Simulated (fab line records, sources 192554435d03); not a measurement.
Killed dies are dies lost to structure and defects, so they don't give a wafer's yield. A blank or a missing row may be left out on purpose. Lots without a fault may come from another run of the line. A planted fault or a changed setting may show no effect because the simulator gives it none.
fab line records | flow n5_finfet
record lots=5 wafers=15 last_day=15
route steps=1938 shown BEOL_M10@1501
lots that met no fault: from a run of the same line without faults
start_h: hours from the record's first day to the start of the lot's first wafer shown | wait_h: hours since the lot's step before | " the same as in the row above | L1.1+2: a row that stands for several wafers | - no value, or no start given | * or withheld: withheld | < > ~ a bound
route shown NAME@n: a module of which the file shows steps, and the number in the route of the first | usual: mean/standard deviation of fault-free wafers | same: alike in all rows | chamber/n: place in a boat | sites: the reading at each site | _std_site: their standard deviation | _edge_site: outer sites' mean less inner sites' | radius_mm: how far each site lies from the wafer's centre | mask NAME#n: copy n | behind: the tool/chamber that last shaped the wafer | hold: why the lot was held/for how many hours/how that ended | device: the transistor (n, p or np) that didn't switch | end of line: the same wafers' tests at the end of the route | a step without rows: its recipe alone | killed: dies lost to structure and defects at the first sort, not the wafer's yield | map: a wafer's dies, x killed, . not, _ none there
set.NAME: the setting as run; set.NAME@STEP: as run at that earlier step | model.NAME: the simulator's own value behind a step, which no gauge read
lots at some steps of the route; a table a step, a row a wafer
services: from which hour (start_h, from the record's first day; less than 0 if before it) a tool's chamber was out of use, for how many hours, and why
## steps
# step N5_BEOL_M10_DEVELOP_27
# recipe develop_time_s=30 developer=TMAH resist=CAR-ArF rinse_liquid=diw dry=air_spin dev_temp_c=23
# columns lot.wafer tool chamber start_h wait_h
L074.4+5+6 litho_track-01 0 - -
L076.1+3+4 litho_track-02 0 - -
L086.1+5+6 litho_track-01 0 - -
L088.1+3+5 litho_track-01 0 - -
L090.1+2+3 litho_track-03 0 - -
# step N5_BEOL_M10_CD_MEAS_28
# recipe target_cd_nm=70 landing_energy_ev=500 detector=se_inlens polarity=opening
# usual cd_nm=69.2/0.87
# columns lot.wafer tool chamber start_h wait_h cd_nm
L074.4 cd_sem-02 0 213.66 - 69.4
L074.5 " 0 " " 69.3
L074.6 " 0 " " 69.3
L076.1 cd_sem-03 0 228.61 - 70.3
L076.3 " 0 " " 69.0
L076.4 " 0 " " 70.0
L086.1 cd_sem-01 0 276.33 - 68.6
L086.5 " 0 " " 69.9
L086.6 " 0 " " 69.1
L088.1 cd_sem-03 0 296.23 - 69.8
L088.3 " 0 " " 69.9
L088.5 " 0 " " 68.2
L090.1 cd_sem-03 0 314.95 - 69.3
L090.2 " 0 " " 70.0
L090.3 " 0 " " 68.4
# step N5_BEOL_M10_OVL_MEAS_29
# recipe points_per_wafer=44
# usual V9_OVL=0.0/0.9
# columns lot.wafer tool chamber start_h wait_h V9_OVL[nm]
L074.4 overlay-01 0 213.69 0.0 0.2
L074.5 " 0 " " 0.3
L074.6 " 0 " " -0.2
L076.1 overlay-02 0 228.67 0.1 -0.2
L076.3 " 0 " " -1.7
L076.4 " 0 " " 0.0
L086.1 overlay-02 0 276.36 0.0 -0.7
L086.5 " 0 " " -1.4
L086.6 " 0 " " 0.1
L088.1 overlay-02 0 296.26 0.0 0.0
L088.3 " 0 " " -0.2
L088.5 " 0 " " 0.4
L090.1 overlay-01 0 314.98 0.0 1.3
L090.2 " 0 " " 0.2
L090.3 " 0 " " 0.0
# step N5_BEOL_M10_INSPECT_30
# recipe mode=adi inspect_instrument=brightfield
# usual raw_defect_count=430/88
# columns lot.wafer tool chamber start_h wait_h raw_defect_count
L074.4 defect_inspect-01 - 213.71 0.0 787
L074.5 " - " " 415
L074.6 " - " " 514
L076.1 defect_inspect-02 - 228.69 0.0 333
L076.3 " - " " 386
L076.4 " - " " 384
L086.1 defect_inspect-02 - 276.38 0.0 291
L086.5 " - " " 305
L086.6 " - " " 413
L088.1 defect_inspect-02 - 296.29 0.0 318
L088.3 " - " " 368
L088.5 " - " " 402
L090.1 defect_inspect-02 - 315.01 0.0 392
L090.2 " - " " 322
L090.3 " - " " 475
# step N5_BEOL_M10_DESCUM_33
# recipe chemistry=O2 time_s=7.9 source_power_w=50 bias_power_w=20 pressure_mtorr=20 rf_frequency_hz=2.712e+07 temp_c=40 resist=CAR-ArF o2_flow_sccm=225
# usual drypump_motor_current_A=5.9/0.37 oes_product_au=0.82/0.083 rf_vpp_V=243.3/1.1 showerhead_plenum_p_Torr=2.11/0.048 throttle_valve_pct=20.47/0.29
# columns lot.wafer tool chamber start_h wait_h drypump_motor_current_A oes_product_au rf_hours_counter_h rf_vpp_V showerhead_plenum_p_Torr throttle_valve_pct
L074.4 rie_diel-04 2 213.77 0.1 5.4 0.66 247 243.9 2.16 20.82
L074.5 " 0 " " 5.9 0.90 - 242.9 2.13 19.93
L074.6 " 3 " " 5.2 0.69 - 241.4 2.05 20.76
L076.1 rie_diel-02 1 229.16 0.5 6.3 0.85 52 245.0 2.14 20.56
L076.3 " 0 " " 5.9 0.75 179 244.3 2.09 20.71
L076.4 " 2 " " 6.0 0.78 116 243.3 2.12 20.22
L086.1 rie_diel-01 3 276.42 0.0 5.6 0.77 160 241.8 2.11 20.91
L086.5 " 2 " " 6.5 0.89 - 243.1 2.12 20.09
L086.6 " 3 " " 5.6 0.77 - 243.3 2.11 20.90
L088.1 rie_diel-04 2 296.32 0.0 5.4 0.92 20 243.8 2.16 20.55
L088.3 " 3 " " 5.2 0.91 18 242.7 2.04 20.56
L088.5 " 2 " " 5.4 0.91 - 243.6 2.16 20.55
L090.1 rie_diel-02 0 315.18 0.2 5.9 0.72 216 242.8 2.08 20.78
L090.2 " 3 " " 5.6 0.95 10 244.9 2.12 20.06
L090.3 " 2 " " 6.1 0.76 137 243.3 2.11 20.26
# step N5_BEOL_M10_ETCH_65
# recipe chemistry=CF4 target=SiARC target_depth_a=390 mask_material=CAR-ArF time_s=65 ion_energy_ev=80 pressure_mtorr=40 source_w=545 bias_w=36 Ar_flow_sccm=100 cf4_flow_sccm=100 ends=cleared
# usual drypump_motor_current_A=5.9/0.37 etch_rf_on_time_s=64.8/1.3 oes_product_au=0.70/0.07 rf_vpp_V=184.3/0.99 showerhead_plenum_p_Torr=2.15/0.049 throttle_valve_pct=15.61/0.25
# columns lot.wafer tool chamber start_h wait_h drypump_motor_current_A etch_rf_on_time_s oes_product_au rf_hours_counter_h rf_vpp_V showerhead_plenum_p_Torr throttle_valve_pct
L074.4 rie_diel-04 2 213.81 0.0 5.4 66.7 0.56 247 183.9 2.21 15.99
L074.5 " 0 " " 5.9 63.4 0.76 - 183.2 2.17 15.05
L074.6 " 3 " " 5.2 66.8 0.59 - 184.9 2.11 16.08
L076.1 rie_diel-02 1 229.20 0.0 6.3 63.8 0.72 52 184.3 2.18 15.66
L076.3 " 0 " " 5.9 63.8 0.62 179 182.5 2.12 15.77
L076.4 " 2 " " 6.0 65.5 0.66 116 183.2 2.16 15.44
L086.1 rie_diel-01 3 276.45 0.0 5.6 63.0 0.66 160 184.1 2.15 16.00
L086.5 " 2 " " 6.5 65.6 0.76 - 184.7 2.18 15.35
L086.6 " 3 " " 5.6 64.2 0.66 - 183.5 2.15 16.00
L088.1 rie_diel-04 2 296.36 0.0 5.4 64.4 0.79 20 185.9 2.20 15.56
L088.3 " 3 " " 5.2 64.7 0.78 18 185.0 2.10 15.67
L088.5 " 2 " " 5.4 64.1 0.79 - 184.7 2.20 15.57
L090.1 rie_diel-02 0 315.21 0.0 5.9 64.0 0.61 216 184.1 2.10 15.81
L090.2 " 3 " " 5.6 63.7 0.81 10 183.5 2.19 15.36
L090.3 " 2 " " 6.0 65.7 0.64 137 185.0 2.16 15.48
# step N5_BEOL_M10_ETCH_66
# recipe chemistry=N2/H2 target=SOC target_depth_a=1200 overetch_a=240 mask_material=SiARC temp_c=40 time_s=180 ion_energy_ev=200 pressure_mtorr=30 source_w=840 bias_w=150 n2_flow_sccm=200 h2_flow_sccm=200
# usual drypump_motor_current_A=5.9/0.37 oes_product_au=0.66/0.065 rf_vpp_V=524.4/1.8 showerhead_plenum_p_Torr=2.56/0.056 throttle_valve_pct=17.8/0.3
# columns lot.wafer tool chamber start_h wait_h drypump_motor_current_A oes_product_au rf_hours_counter_h rf_vpp_V showerhead_plenum_p_Torr throttle_valve_pct
L074.4 rie_diel-04 2 213.86 0.0 5.4 0.55 247 524.9 2.61 18.2
L074.5 " 0 " " 5.9 0.72 - 524.8 2.60 17.3
L074.6 " 3 " " 5.2 0.57 - 521.9 2.51 18.4
L076.1 rie_diel-02 1 229.25 0.0 6.3 0.68 52 524.1 2.58 17.8
L076.3 " 0 " " 5.9 0.60 179 522.3 2.55 18.1
L076.4 " 2 " " 6.0 0.62 116 523.9 2.55 17.6
L086.1 rie_diel-01 3 276.50 0.0 5.6 0.62 160 522.0 2.55 18.3
L086.5 " 2 " " 6.5 0.71 - 526.0 2.58 17.4
L086.6 " 3 " " 5.6 0.62 - 524.8 2.55 18.3
L088.1 rie_diel-04 2 296.41 0.0 5.4 0.74 20 524.5 2.60 17.8
L088.3 " 3 " " 5.2 0.73 18 521.7 2.50 18.1
L088.5 " 2 " " 5.4 0.75 - 526.0 2.60 17.8
L090.1 rie_diel-02 0 315.26 0.0 5.9 0.58 216 522.1 2.53 18.2
L090.2 " 3 " " 5.6 0.76 10 525.7 2.59 17.4
L090.3 " 2 " " 6.0 0.61 137 524.2 2.55 17.6
# step N5_BEOL_M10_STRIP_69
# recipe chemistry=N2/H2 temp_c=40 n2_flow_sccm=200 h2_flow_sccm=200 rf_frequency_hz=6e+07
# columns lot.wafer tool chamber start_h wait_h
L074.4+5+6 rie_diel-04 2,0,3 213.97 0.1
L076.1+3+4 rie_diel-02 1,0,2 229.36 0.1
L086.1+5+6 rie_diel-01 3,2,3 276.62 0.1
L088.1+3+5 rie_diel-04 2,3,2 296.52 0.1
L090.1+2+3 rie_diel-02 0,3,2 315.38 0.1
# step N5_BEOL_M10_VIA_ETCH_34
# recipe chemistry=C4F6/O2 target=SiCOH_lowk target_depth_a=1845 mask_material=SOC taper_deg=4 time_s=69.2 ion_energy_ev=250 pressure_mtorr=30 source_w=345 bias_w=185 Ar_flow_sccm=300 C4F6_flow_sccm=10 O2_flow_sccm=10
# usual drypump_motor_current_A=5.9/0.37 oes_product_au=0.82/0.084 rf_vpp_V=666/12 showerhead_plenum_p_Torr=2.86/0.064 throttle_valve_pct=20.93/0.25
# columns lot.wafer tool chamber start_h wait_h drypump_motor_current_A oes_product_au rf_hours_counter_h rf_vpp_V showerhead_plenum_p_Torr throttle_valve_pct
L074.4 rie_diel-04 2 213.98 0.0 5.4 0.66 247 660 2.93 21.21
L074.5 " 0 " " 5.9 0.90 - 654 2.89 20.36
L074.6 " 3 " " 5.2 0.69 - 669 2.80 21.32
L076.1 rie_diel-02 1 229.37 0.0 6.2 0.83 52 656 2.91 21.08
L076.3 " 0 " " 5.9 0.74 179 658 2.82 21.04
L076.4 " 2 " " 6.0 0.77 116 651 2.86 20.61
L086.1 rie_diel-01 3 276.63 0.0 5.6 0.78 160 677 2.86 21.39
L086.5 " 2 " " 6.5 0.90 - 686 2.90 20.69
L086.6 " 3 " " 5.6 0.77 - 677 2.86 21.37
L088.1 rie_diel-04 2 296.53 0.0 5.4 0.93 20 662 2.91 20.92
L088.3 " 3 " " 5.2 0.92 18 669 2.79 21.07
L088.5 " 2 " " 5.4 0.92 - 661 2.91 20.92
L090.1 rie_diel-02 0 315.39 0.0 5.9 0.71 216 659 2.80 21.09
L090.2 " 3 " " 5.6 0.95 11 681 2.91 20.69
L090.3 " 2 " " 6.0 0.75 137 652 2.85 20.63
# step N5_BEOL_M10_STRIP_73
# recipe chemistry=C4F6/O2 resist=SiARC rf_frequency_hz=6e+07
# columns lot.wafer tool chamber start_h wait_h
L074.4+5+6 rie_diel-04 2,0,3 214.03 0.0
L076.1+3+4 rie_diel-02 1,0,2 229.43 0.0
L086.1+5+6 rie_diel-01 3,2,3 276.68 0.0
L088.1+3+5 rie_diel-04 2,3,2 296.58 0.0
L090.1+2+3 rie_diel-02 0,3,2 315.44 0.0
# step N5_BEOL_M10_STRIP_36
# recipe chemistry=N2/H2 power_w=450 temp_c=40 pressure_mtorr=20 rf_frequency_hz=6e+07 overash_fraction=0.3 bias_power_w=7 h2_frac=0.5 n2_flow_sccm=200 h2_flow_sccm=200
# usual drypump_motor_current_A=5.9/0.37 oes_product_au=0.82/0.083 rf_vpp_V=59.3/1.8 showerhead_plenum_p_Torr=2.55/0.056 throttle_valve_pct=23.7/0.38
# columns lot.wafer tool chamber start_h wait_h drypump_motor_current_A oes_product_au rf_hours_counter_h rf_vpp_V showerhead_plenum_p_Torr throttle_valve_pct
L074.4 rie_diel-04 2 214.04 0.0 5.4 0.67 247 61.4 2.61 24.0
L074.5 " 0 " " 5.9 0.91 - 61.6 2.59 23.2
L074.6 " 3 " " 5.2 0.69 - 57.3 2.51 24.2
L076.1 rie_diel-02 1 229.44 0.0 6.3 0.85 52 57.1 2.58 23.7
L076.3 " 0 " " 5.9 0.73 179 56.5 2.54 24.1
L076.4 " 2 " " 6.0 0.78 116 61.3 2.55 23.4
L086.1 rie_diel-01 3 276.69 0.0 5.6 0.78 160 59.6 2.55 24.3
L086.5 " 2 " " 6.5 0.88 - 58.4 2.57 23.1
L086.6 " 3 " " 5.6 0.77 - 58.3 2.55 24.3
L088.1 rie_diel-04 2 296.59 0.0 5.4 0.94 20 59.2 2.60 23.8
L088.3 " 3 " " 5.2 0.91 18 60.5 2.50 24.1
L088.5 " 2 " " 5.4 0.93 - 57.8 2.60 23.8
L090.1 rie_diel-02 0 315.45 0.0 5.9 0.72 216 57.8 2.53 24.1
L090.2 " 3 " " 5.6 0.93 11 62.3 2.58 23.1
L090.3 " 2 " " 6.0 0.77 137 60.5 2.54 23.4
# step N5_BEOL_M10_TRENCH_ETCH_37
# recipe chemistry=C4F6/O2 target_depth_a=1488.3 target=SiCOH_lowk time_s=48 ion_energy_ev=250 pressure_mtorr=30 source_w=345 bias_w=185 Ar_flow_sccm=300 C4F6_flow_sccm=10 O2_flow_sccm=10
# usual drypump_motor_current_A=5.9/0.37 oes_product_au=0.82/0.084 rf_vpp_V=666/12 showerhead_plenum_p_Torr=2.86/0.064 throttle_valve_pct=20.96/0.25
# columns lot.wafer tool chamber start_h wait_h drypump_motor_current_A oes_product_au rf_hours_counter_h rf_vpp_V showerhead_plenum_p_Torr throttle_valve_pct
L074.4 rie_diel-04 2 - - 5.4 0.66 247 662 2.92 21.23
L074.5 " 0 " " 5.9 0.90 - 653 2.89 20.38
L074.6 " 3 " " 5.2 0.69 - 667 2.80 21.34
L076.1 rie_diel-02 1 - - 6.3 0.84 53 657 2.90 21.08
L076.3 " 0 " " 5.9 0.74 179 661 2.82 21.10
L076.4 " 2 " " 6.0 0.77 116 651 2.86 20.66
L086.1 rie_diel-01 3 - - 5.6 0.78 160 678 2.86 21.41
L086.5 " 2 " " 6.4 0.90 - 684 2.90 20.72
L086.6 " 3 " " 5.6 0.77 - 677 2.86 21.41
L088.1 rie_diel-04 2 - - 5.4 0.92 20 662 2.91 20.96
L088.3 " 3 " " 5.2 0.92 18 670 2.79 21.10
L088.5 " 2 " " 5.4 0.92 - 662 2.91 20.97
L090.1 rie_diel-02 0 - - 5.9 0.71 216 658 2.80 21.12
L090.2 " 3 " " 5.6 0.96 11 682 2.91 20.71
L090.3 " 2 " " 6.0 0.76 137 649 2.85 20.67
# step N5_BEOL_M10_ETCH_41
# recipe chemistry=CH3F/O2 target=SiCN target_depth_a=426 taper_deg=2 time_s=86 ion_energy_ev=120 mask_material=TiN pressure_mtorr=30 source_w=395 bias_w=75 Ar_flow_sccm=150 CH3F_flow_sccm=30 O2_flow_sccm=20
# usual drypump_motor_current_A=5.9/0.37 oes_product_au=0.82/0.083 rf_vpp_V=297.6/1.3 showerhead_plenum_p_Torr=2.01/0.047 throttle_valve_pct=16.33/0.25
# columns lot.wafer tool chamber start_h wait_h drypump_motor_current_A oes_product_au rf_hours_counter_h rf_vpp_V showerhead_plenum_p_Torr throttle_valve_pct
L074.4 rie_diel-04 2 - - 5.4 0.67 247 297.9 2.06 16.67
L074.5 " 0 " " 5.9 0.90 - 298.8 2.03 15.80
L074.6 " 3 " " 5.2 0.70 - 297.5 1.97 16.76
L076.1 rie_diel-02 1 - - 6.3 0.84 53 297.9 2.04 16.41
L076.3 " 0 " " 5.9 0.74 179 297.1 1.98 16.51
L076.4 " 2 " " 6.0 0.78 116 296.6 2.01 16.07
L086.1 rie_diel-01 3 - - 5.6 0.78 160 298.4 2.01 16.73
L086.5 " 2 " " 6.4 0.89 - 298.7 2.04 16.05
L086.6 " 3 " " 5.6 0.77 - 297.8 2.01 16.74
L088.1 rie_diel-04 2 - - 5.4 0.93 20 296.6 2.05 16.27
L088.3 " 3 " " 5.2 0.91 18 295.0 1.96 16.40
L088.5 " 2 " " 5.4 0.93 - 298.4 2.05 16.26
L090.1 rie_diel-02 0 - - 5.8 0.71 216 297.3 1.97 16.56
L090.2 " 3 " " 5.6 0.95 11 298.0 2.05 16.06
L090.3 " 2 " " 6.0 0.75 137 297.2 2.00 16.11
# step N5_BEOL_M10_STRIP_77
# recipe chemistry=N2/H2 time_s=10 power_w=450 temp_c=40 pressure_mtorr=20 rf_frequency_hz=6e+07 bias_power_w=7 n2_flow_sccm=200 h2_flow_sccm=200
# usual drypump_motor_current_A=5.9/0.38 oes_product_au=0.82/0.083 rf_vpp_V=59.3/0.88 showerhead_plenum_p_Torr=2.55/0.056 throttle_valve_pct=23.7/0.37
# columns lot.wafer tool chamber start_h wait_h drypump_motor_current_A oes_product_au rf_hours_counter_h rf_vpp_V showerhead_plenum_p_Torr throttle_valve_pct
L074.4 rie_diel-04 2 - - 5.4 0.67 247 58.9 2.61 24.0
L074.5 " 0 " " 5.9 0.90 - 59.6 2.59 23.2
L074.6 " 3 " " 5.2 0.69 - 60.1 2.51 24.2
L076.1 rie_diel-02 1 - - 6.3 0.86 53 58.7 2.58 23.6
L076.3 " 0 " " 5.9 0.74 179 59.5 2.54 24.1
L076.4 " 2 " " 6.1 0.78 116 59.6 2.55 23.4
L086.1 rie_diel-01 3 - - 5.6 0.77 160 60.0 2.55 24.3
L086.5 " 2 " " 6.5 0.88 - 59.8 2.57 23.1
L086.6 " 3 " " 5.6 0.77 - 59.8 2.55 24.3
L088.1 rie_diel-04 2 - - 5.4 0.92 20 59.3 2.60 23.8
L088.3 " 3 " " 5.2 0.91 18 59.4 2.49 24.1
L088.5 " 2 " " 5.4 0.92 - 59.6 2.60 23.8
L090.1 rie_diel-02 0 - - 5.9 0.71 216 59.5 2.53 24.1
L090.2 " 3 " " 5.6 0.95 11 58.7 2.58 23.1
L090.3 " 2 " " 6.0 0.76 137 59.4 2.54 23.4
# step N5_BEOL_M10_OCD_MEAS_38
# usual trench_depth_nm=149.1/2.5
# columns lot.wafer tool chamber start_h wait_h trench_depth_nm
L074.4 ocd-02 - 214.27 - 144.1
L074.5 " - " " 150.8
L074.6 " - " " 145.7
L076.1 ocd-01 - 229.66 - 149.7
L076.3 " - " " 151.0
L076.4 " - " " 146.8
L086.1 ocd-01 - 276.91 - 151.7
L086.5 " - " " 150.2
L086.6 " - " " 151.9
L088.1 ocd-02 - 296.81 - 150.1
L088.3 " - " " 150.0
L088.5 " - " " 148.8
L090.1 ocd-01 - 315.67 - 150.2
L090.2 " - " " 152.6
L090.3 " - " " 149.7
# step N5_BEOL_M10_HM_STRIP_39
# recipe chemistry=peroxide_tin_strip material=TiN target_depth_a=250 temp_c=50 time_s=158
# columns lot.wafer tool chamber start_h wait_h
L074.4+5+6 wet_bench-02 6,1,5 214.30 0.0
L076.1+3+4 wet_bench-06 2,3,1 229.70 0.0
L086.1+5+6 wet_bench-02 0,1,5 276.94 0.0
L088.1+3+5 wet_bench-06 2,4,6 296.85 0.0
L090.1+2+3 wet_bench-02 5,1,6 315.70 0.0
# step N5_BEOL_M10_SRD_40
# recipe time_s=30 temp_c=23 rinse_liquid=diw dry=ipa_marangoni
# columns lot.wafer tool chamber start_h wait_h
L074.4+5+6 wet_bench-02 6,1,5 214.34 0.0
L076.1+3+4 wet_bench-06 2,3,1 229.74 0.0
L086.1+5+6 wet_bench-02 0,1,5 276.99 0.0
L088.1+3+5 wet_bench-06 2,4,6 296.89 0.0
L090.1+2+3 wet_bench-02 5,1,6 315.75 0.0
# step N5_BEOL_M10_PRECLEAN_42
# recipe chemistry=residue_remover time_s=60 temp_c=40
# columns lot.wafer tool chamber start_h wait_h
L074.4+5+6 wet_bench-02 6,1,5 214.36 0.0
L076.1+3+4 wet_bench-06 2,3,1 229.76 0.0
L086.1+5+6 wet_bench-02 0,1,5 277.01 0.0
L088.1+3+5 wet_bench-06 2,4,6 296.91 0.0
L090.1+2+3 wet_bench-02 5,1,6 315.77 0.0
# step N5_BEOL_M10_SRD_43
# recipe time_s=30 temp_c=23 rinse_liquid=diw dry=ipa_marangoni
# columns lot.wafer tool chamber start_h wait_h
L074.4+5+6 wet_bench-02 6,1,5 214.38 0.0
L076.1+3+4 wet_bench-06 2,3,1 229.78 0.0
L086.1+5+6 wet_bench-02 0,1,5 277.02 0.0
L088.1+3+5 wet_bench-06 2,4,6 296.93 0.0
L090.1+2+3 wet_bench-02 5,1,6 315.78 0.0
# step N5_BEOL_M10_CD_MEAS_35
# recipe target_cd_nm=70 polarity=opening
# usual cd_nm=70.1/0.62
# columns lot.wafer tool chamber start_h wait_h cd_nm
L074.4 cd_sem-01 - 214.42 0.0 71.2
L074.5 " - " " 71.4
L074.6 " - " " 70.2
L076.1 cd_sem-03 - 229.82 0.0 70.2
L076.3 " - " " 70.9
L076.4 " - " " 70.6
L086.1 cd_sem-03 - 277.06 0.0 71.1
L086.5 " - " " 70.0
L086.6 " - " " 70.4
L088.1 cd_sem-02 - 296.97 0.0 69.1
L088.3 " - " " 69.9
L088.5 " - " " 69.8
L090.1 cd_sem-02 - 315.82 0.0 70.2
L090.2 " - " " 69.8
L090.3 " - " " 70.7
# step N5_BEOL_M10_CURE_72
# recipe temp_c=370 time_s=120 ambient=DMADMS/He material=SiCOH_lowk
# usual lamp_power_pct=52.32/0.056 wafer_temp_C_max=371.9/0.54
# columns lot.wafer tool chamber start_h wait_h lamp_power_pct wafer_temp_C_max
L074.4 uv_cure-03 2 214.84 0.4 52.36 372.2
L074.5 " 2 " " 52.29 373.5
L074.6 " 2 " " 52.37 371.8
L076.1 uv_cure-03 2 230.52 0.7 52.38 372.0
L076.3 " 2 " " 52.40 371.4
L076.4 " 2 " " 52.32 372.1
L086.1 uv_cure-03 0 277.10 0.0 52.39 371.5
L086.5 " 0 " " 52.29 371.6
L086.6 " 0 " " 52.26 371.9
L088.1 uv_cure-01 0 297.01 0.0 52.26 372.7
L088.3 " 0 " " 52.28 372.7
L088.5 " 0 " " 52.39 372.3
L090.1 uv_cure-03 2 315.86 0.0 52.34 372.2
L090.2 " 2 " " 52.36 371.6
L090.3 " 2 " " 52.22 372.7
# step N5_BEOL_M10_DEGAS_44
# recipe ambient=vacuum temp_c=250 time_s=60
# usual heater_power_w=321/33
# columns lot.wafer tool chamber start_h wait_h heater_power_w
L074.4 pvd_sputter-01 - 215.01 0.1 365
L074.5 " - " " 317
L074.6 " - " " 360
L076.1 pvd_sputter-03 - 232.53 2.0 304
L076.3 " - " " 255
L076.4 " - " " 357
L086.1 pvd_sputter-01 - 277.43 0.3 304
L086.5 " - " " 305
L086.6 " - " " 374
L088.1 pvd_sputter-02 - 297.39 0.3 326
L088.3 " - " " 338
L088.5 " - " " 302
L090.1 pvd_sputter-01 - 316.59 0.7 358
L090.2 " - " " 313
L090.3 " - " " 366
# step N5_BEOL_M10_PRE_CLEAN_45
# recipe gas=H2/He time_s=30 temp_c=250
# usual heater_power_w=322/32
# columns lot.wafer tool chamber start_h wait_h heater_power_w
L074.4 pvd_sputter-01 - 215.05 0.0 359
L074.5 " - " " 312
L074.6 " - " " 364
L076.1 pvd_sputter-03 - 232.57 0.0 295
L076.3 " - " " 255
L076.4 " - " " 359
L086.1 pvd_sputter-01 - 277.47 0.0 308
L086.5 " - " " 306
L086.6 " - " " 374
L088.1 pvd_sputter-02 - 297.43 0.0 324
L088.3 " - " " 342
L088.5 " - " " 305
L090.1 pvd_sputter-01 - 316.63 0.0 363
L090.2 " - " " 312
L090.3 " - " " 376
# step N5_BEOL_M10_ALD_74
# recipe material=TaN target_thk_a=20 temp_c=275 ald_precursor_family=PDMAT ald_co_reactant=NH3 pressure_torr=3 carrier_flow_sccm=1500 pulse_time_s=2 purge_time_s=3 co_reactant_purge_time_s=2 co_reactant_pulse_time_s=3 ald_cycles=40 precursor_vessel_temp_c=75 precursor_vessel_pressure_torr=26.25 precursor_vessel_carrier_sccm=1000
# usual heater_power_w=418/42
# columns lot.wafer tool chamber start_h wait_h heater_power_w
L074.4 ald_metal-03 0 215.12 0.0 372
L074.5 " 1 " " 464
L074.6 " 0 " " 379
L076.1 ald_metal-04 1 232.64 0.0 427
L076.3 " 3 " " 372
L076.4 " 2 " " 458
L086.1 ald_metal-04 3 277.53 0.0 379
L086.5 " 2 " " 463
L086.6 " 3 " " 376
L088.1 ald_metal-04 1 297.51 0.1 416
L088.3 " 2 " " 457
L088.5 " 1 " " 431
L090.1 ald_metal-01 0 316.69 0.0 426
L090.2 " 3 " " 378
L090.3 " 2 " " 397
# step N5_BEOL_M10_SURFACE_TREAT_76
# recipe gas=Ar time_s=* ion_energy_ev=* ion_current_ma_cm2=0.5 pressure_mtorr=* ar_flow_sccm=30
# usual throttle_valve_pct=*
# columns lot.wafer tool chamber start_h wait_h throttle_valve_pct
L074.4 pvd_sputter-02 - 215.40 0.2 *
L074.5 " - " " *
L074.6 " - " " *
L076.1 pvd_sputter-03 - 232.99 0.2 *
L076.3 " - " " *
L076.4 " - " " *
L086.1 pvd_sputter-01 - 277.85 0.2 *
L086.5 " - " " *
L086.6 " - " " *
L088.1 pvd_sputter-02 - 297.89 0.2 *
L088.3 " - " " *
L088.5 " - " " *
L090.1 pvd_sputter-03 - 317.05 0.2 *
L090.2 " - " " *
L090.3 " - " " *
# step N5_BEOL_M10_CVD_75
# recipe material=Co target_thk_a=20 temp_c=withheld precursor=CCTBA/H2 pressure_torr=30 time_s=138.9
# columns lot.wafer tool chamber start_h wait_h
L074.4+5+6 cvd_co-01 1,2,0 215.54 0.1
L076.1+3+4 cvd_co-01 0,2,2 233.27 0.3
L086.1+5+6 cvd_co-02 0,1,2 277.91 0.0
L088.1+3+5 cvd_co-02 1,2,1 298.18 0.3
L090.1+2+3 cvd_co-02 2,0,1 317.11 0.0
# step N5_BEOL_M10_SPUTTER_48
# recipe material=Cu target_thk_a=120 temp_c=-20 bias_v=60 power_w=26000 chamber_pressure_pa=0.13 time_s=2
# usual chuck_sensor_temp_C=-15.9/0.4 throttle_valve_pct=29.9/0.89
# columns lot.wafer tool chamber start_h wait_h chuck_sensor_temp_C throttle_valve_pct
L074.4 pvd_sputter-02 - 215.63 0.0 -16.2 28.7
L074.5 " - " " -16.1 28.9
L074.6 " - " " -15.8 30.4
L076.1 pvd_sputter-03 - 233.51 0.2 -16.0 30.8
L076.3 " - " " -15.6 30.2
L076.4 " - " " -15.6 29.4
L086.1 pvd_sputter-01 - 278.03 0.1 -15.5 30.3
L086.5 " - " " -16.1 30.8
L086.6 " - " " -15.6 30.0
L088.1 pvd_sputter-03 - 298.85 0.6 -15.3 29.1
L088.3 " - " " -15.7 30.3
L088.5 " - " " -15.6 30.2
L090.1 pvd_sputter-03 - 317.47 0.3 -16.0 30.3
L090.2 " - " " -15.6 29.4
L090.3 " - " " -15.6 30.3
# step N5_BEOL_M10_ECD_50
# recipe material=Cu target_thk_a=3180
# columns lot.wafer tool chamber start_h wait_h
L074.4+5+6 ecd_cu-01 0,0,1 215.78 0.1
L076.1+3+4 ecd_cu-02 0,1,0 233.63 0.1
L086.1+5+6 ecd_cu-02 0,1,0 278.14 0.1
L088.1+3+5 ecd_cu-01 0,1,0 298.97 0.1
L090.1+2+3 ecd_cu-02 1,0,0 317.59 0.1
# step N5_BEOL_M10_ANNEAL_51
# recipe temp_c=225 time_s=90 ambient=N2
# usual anneal_temp_c=225.00/0.16 wafer_temp_C_max=226.2/0.57
# columns lot.wafer tool chamber start_h wait_h anneal_temp_c wafer_temp_C_max
L074.4 rtp_anneal-02 0 216.01 0.2 224.99 225.7
L074.5 " 0 " " 225.09 225.4
L074.6 " 0 " " 224.84 225.6
L076.1 rtp_anneal-02 0 233.74 0.1 225.06 225.9
L076.3 " 0 " " 224.95 225.5
L076.4 " 0 " " 224.99 226.0
L086.1 rtp_anneal-01 0 278.25 0.1 224.98 226.4
L086.5 " 0 " " 225.02 226.7
L086.6 " 0 " " 224.96 227.2
L088.1 rtp_anneal-02 0 299.16 0.2 225.12 225.9
L088.3 " 0 " " 224.82 225.6
L088.5 " 0 " " 224.76 225.7
L090.1 rtp_anneal-01 0 317.70 0.1 225.13 227.3
L090.2 " 0 " " 225.17 226.5
L090.3 " 0 " " 225.08 226.7
## services
# columns tool chamber start_h hours kind
ald_metal-03 - 217.57 1.8 repair
rie_diel-04 2 220.67 - clean
rie_diel-04 2 220.67 - consumable_replace:focus_ring
rie_diel-04 2 220.67 14.0 scheduled_down
rie_diel-04 2 220.67 14.0 vent_cycle
ald_metal-04 - 225.09 1.3 repair
uv_cure-01 - 226.58 28.1 pm
rie_diel-02 2 231.84 21.6 repair
rie_diel-04 3 234.81 - clean
ald_metal-01 0 234.92 2.9 repair
ald_metal-04 1 236.48 6.2 repair
ecd_cu-02 - 237.28 4.0 repair
wet_bench-02 - 246.84 1.2 repair
uv_cure-01 - 254.68 1.0 pm
rie_diel-04 2 265.77 9.3 repair
uv_cure-03 - 269.52 7.5 pm
uv_cure-01 - 284.06 7.5 pm
cvd_co-01 - 284.64 1.2 repair
ald_metal-03 - 291.59 6.4 repair
ald_metal-04 3 295.07 4.1 repair
cvd_co-02 - 300.71 1.5 repair
wet_bench-02 - 304.33 4.6 repair
ald_metal-01 - 310.19 1.3 repair
ald_metal-03 - 314.63 8.7 pm
## key
fault none
